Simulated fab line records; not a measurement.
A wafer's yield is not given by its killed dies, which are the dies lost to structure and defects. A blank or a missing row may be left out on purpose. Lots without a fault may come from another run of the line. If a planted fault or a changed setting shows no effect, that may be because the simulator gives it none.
8D (eight disciplines) problem report, filled in by code :: flow nand_harc :: the parts of the form that need people (team, actions taken, sign-off) are left out

## 1. PROBLEM STATEMENT
raw_defect_count at NHARC_P_STI_INSPECT_25 reads a mean of 970 on 6 wafers of 2 lots; wafers without a fault read 243 with a standard deviation of 99. That is +7.3 standard deviations from the usual mean.
First seen on wafer L273.4, day 6 22:10, on defect_inspect-02. Wafers with a number at this step in the record: 33, from 11 lots. The rule behind "out" and "out of limits": a value lying over 4 standard deviations away from the usual mean. The other wafers with a number count as sound.

## 2. WHAT IT IS, AND WHAT IT ISN'T
question: which readings at this step
is: raw_defect_count
is not: -

question: which lots
is: L273, L275
is not: L266, L267, L269, L270, L283, L285, L286, L287, L289

question: which wafers of those lots
is: all that have a number
is not: -

question: read on which gauges
is: defect_inspect-02
is not: defect_inspect-01

question: when
is: from day 6 22:10
is not: up to then (12 sound wafers); but 15 sound wafers of L283, L285, L286, L287, L289 came after

## 3. SUSPECTS, AND WHAT RULES EACH OUT
Counting: a tool stays on the suspect list if, at a process step up to the reading, it processed all lots that are out and no sound lot following the first of them.
- the gauge at NHARC_P_STI_INSPECT_25 has been ruled out. All the wafers that are out were read on defect_inspect-02, but those of them that NHARC_P_GATE_INSPECT_28 has rows for are out there too, on other tools.
- wet_bench-01 at NHARC_P_STI_PRECLEAN_38 (cleans in SC1): ruled out as a lasting fault. The sound lots L283, L285, L287, L289 went through it after L273, its earliest lot that is out (day 6 12:21).
Left after counting: nothing in the record.

## 4. THE CAUSE (what the simulator had put in)
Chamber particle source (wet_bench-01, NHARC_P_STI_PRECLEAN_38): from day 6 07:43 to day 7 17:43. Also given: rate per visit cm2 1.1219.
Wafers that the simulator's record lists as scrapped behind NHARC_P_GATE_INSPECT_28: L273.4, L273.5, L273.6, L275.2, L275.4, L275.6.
Counting ruled it out, wrongly: the rule takes a fault to strike every lot that its tool runs from its start on, and this one did not.

## 5. THE EFFECT CHAIN, in route order
One row per reading whose mean, taken over the struck wafers that have a number, lies over 3 standard deviations from the usual. Only readings for which the record gives a usual standard deviation are gone through. hours: the time from each lot's start at the first step in this table that gives one to its start at this step, as a median over the lots. sigmas: the change in usual standard deviations.
hours: 0
step: NHARC_P_STI_INSPECT_25
reading: raw_defect_count
usual: 243
on struck wafers: 970
change: +726
sigmas: +7.3

hours: 25
step: NHARC_P_GATE_INSPECT_28
reading: raw_defect_count
usual: 7
on struck wafers: 722
change: +715
sigmas: +99 or more

## 6. HOW IT WOULD HAVE BEEN CAUGHT EARLIER
Counted from the fault's start at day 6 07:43, it took 14 hours until the first out-of-limits reading at a measuring or inspecting step in this record, taken at day 6 22:10.
